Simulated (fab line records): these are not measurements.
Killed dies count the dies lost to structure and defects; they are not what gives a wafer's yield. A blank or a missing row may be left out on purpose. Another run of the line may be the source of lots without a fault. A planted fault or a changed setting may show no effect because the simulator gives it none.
Problem report, 8D (eight disciplines) form, completed by code    flow n5Finfet    the parts of the form that need people (team, actions taken, sign-off) are left out

== 1. THE ISSUE ==
Mean of spinSpeedRpm at N5_BEOL_M13_COAT_65: 1380.5 rpm across 9 wafers in 3 lots; on wafers with no fault it is 1499.9 rpm (standard deviation 0.88). So: -99 or more standard deviations from the usual mean.
The step: time 60 s, resist thk 350 nm.
Seen first at day 15 17:08 on lithoTrack-01, wafer L142.1. The record holds 21 wafers of 7 lots with a number at this step. By rule, "out" or "out of limits" means more than 4 standard deviations away from the usual mean. Any other wafer with a number is counted as sound.

== 2. WHAT IT IS, AND WHAT IT ISN'T ==
question                     is                      is not
which readings at this step  spinSpeedRpm            -
which lots                   L142, L144, L150        L131, L134, L152, L153
which wafers of those lots   all that have a number  -
read on which tools          lithoTrack-01           lithoTrack-03, lithoTrack-05
when                         from day 15 17:08       up to then (6 sound wafers); but 6 sound wafers of L152, L153 came after

== 3. WHAT RULES OUT EACH SUSPECT ==
Counting: any tool at a process step up to the reading is kept as a suspect provided that every lot that is out went through it and no sound lot did after the first of them.
- lithoTrack-01 at N5_BEOL_M13_COAT_65 (time 60 s, resist thk 350 nm): kept. Every lot that is out went through it, starting with L142 (day 15 17:08), and after that it ran no sound lot; the last sound lot it ran before then is L134 (day 13 10:32). Its own spinSpeedRpm readings are out on those wafers.
Left after counting: lithoTrack-01 at N5_BEOL_M13_COAT_65.

== 4. THE CAUSE (what the simulator had put in) ==
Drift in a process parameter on lithoTrack-01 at N5_BEOL_M13_COAT_65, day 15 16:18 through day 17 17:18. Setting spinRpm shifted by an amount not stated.
Only this tool survived the counting.

== 5. THE EFFECT CHAIN, in route order ==
Rows list readings where the struck wafers' mean (over those with a number) sits beyond 3 standard deviations from the usual. Only readings whose record carries a usual standard deviation are examined. hours: median over the lots of the time between each lot's start at the first step of this table that gives one and its start at this step. sigmas: the change, counted in usual standard deviations.
hours  step                 reading       usual       on struck wafers  change  sigmas
0      N5_BEOL_M13_COAT_65  spinSpeedRpm  1499.9 rpm  1380.5            -119.4  -99 or more
Process steps it contains:
- N5_BEOL_M13_COAT_65: time 60 s, resist thk 350 nm.

== 6. WHAT WOULD HAVE CAUGHT IT SOONER ==
In this record the first reading out of limits was taken at day 15 17:08, 1 hour after the fault began at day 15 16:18.
